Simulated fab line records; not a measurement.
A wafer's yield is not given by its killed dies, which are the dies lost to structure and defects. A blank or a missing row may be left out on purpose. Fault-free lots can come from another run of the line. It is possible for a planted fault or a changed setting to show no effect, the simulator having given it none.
8D (eight disciplines) problem report, filled in by code + flow nandHarc + the parts of the form that need people (team, actions taken, sign-off) are left out

== 1. THE PROBLEM ==
Mean of thkNm at NHARC_A_ONON_D1_THK_MEAS_30: 1504 nm across 2 wafers in 2 lots; on wafers with no fault it is 1002 nm (standard deviation 8.3). That puts it +60 standard deviations away from the usual mean.
The step: measures by ellipsometry.
Seen first at day 13 12:35 on filmMetro-01, wafer L379.6. The record holds 36 wafers of 12 lots with a number at this step. Rule for "out", or "out of limits": more than 4 standard deviations from the usual mean. The other wafers with a number count as sound.

== 2. WHAT THIS IS AND IS NOT ==
| question                    | is                         | is not                                                                                                         |
|-----------------------------|----------------------------|----------------------------------------------------------------------------------------------------------------|
| which readings at this step | thkNm                      | -                                                                                                              |
| which lots                  | L379, L380                 | L367, L369, L374, L381, L382, L383, L384, L385, L387, L388                                                     |
| which wafers of those lots  | L379.6, L380.4             | L379.3, L379.5, L380.3, L380.5                                                                                 |
| read on which gauges        | filmMetro-01, filmMetro-02 | -                                                                                                              |
| when                        | from day 13 12:35          | up to then (11 sound wafers); but 23 sound wafers of L380, L381, L382, L383, L384, L385, L387, L388 came after |

== 3. THE SUSPECTS, EACH WITH WHAT RULES IT OUT ==
Counting: a tool at a process step up to the reading stays a suspect if it ran every lot that is out. Sound lots after the first of them don't rule it out here, since some wafers of a struck lot are sound.
- the gauge at NHARC_A_ONON_D1_THK_MEAS_30 is ruled out. 2 gauges (filmMetro-01, filmMetro-02) read the wafers that are out.
- pecvdOnon-03 at NHARC_A_ONON_D1_DEP_28 (target thk 1000 nm): kept. Ran every lot that is out, first one L379 (day 13 12:11); last sound lot up to then L374 (day 11 15:42).
Remaining after the count: pecvdOnon-03 at NHARC_A_ONON_D1_DEP_28.

== 4. THE CAUSE (what the simulator had put in) ==
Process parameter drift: pecvdOnon-03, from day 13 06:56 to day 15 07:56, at NHARC_A_ONON_D1_DEP_28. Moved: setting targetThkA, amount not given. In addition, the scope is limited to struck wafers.
Counting left only this tool.

== 5. SEQUENCE OF EFFECTS, ordered by route ==
Rows list readings where the struck wafers' mean (over those with a number) sits beyond 3 standard deviations from the usual. Only readings for which the record gives a usual standard deviation are gone through. hours: the time from each lot's start at the first step in this table that gives one to its start at this step, as a median over the lots. sigmas: the change in usual standard deviations.
| hours | step                        | reading       | usual   | on struck wafers | change | sigmas |
|-------|-----------------------------|---------------|---------|------------------|--------|--------|
| 0     | NHARC_A_ONON_D1_THK_MEAS_30 | thkNm         | 1002 nm | 1504             | +502   | +60    |
| 401   | NHARC_END_SORT_01           | killedAtArray | 54      | 674              | +620   | +30    |
| 401   | NHARC_END_SORT_01           | killedDies    | 58      | 677              | +619   | +31    |

== 6. WHAT WOULD HAVE CAUGHT IT SOONER ==
Counted from the fault's start at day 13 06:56, it took 6 hours until the first out-of-limits reading at a measuring or inspecting step in this record, taken at day 13 12:35.
Tool readings at NHARC_A_ONON_D1_DEP_28 with a usual standard deviation given in the record: none out on any struck wafer, hence no alarm at a limit of 4 standard deviations on them.
Of the lots that are out (2), L380 began NHARC_A_ONON_D1_DEP_28 on pecvdOnon-03 after day 13 12:35. A hold on the tool at that time would have spared it.
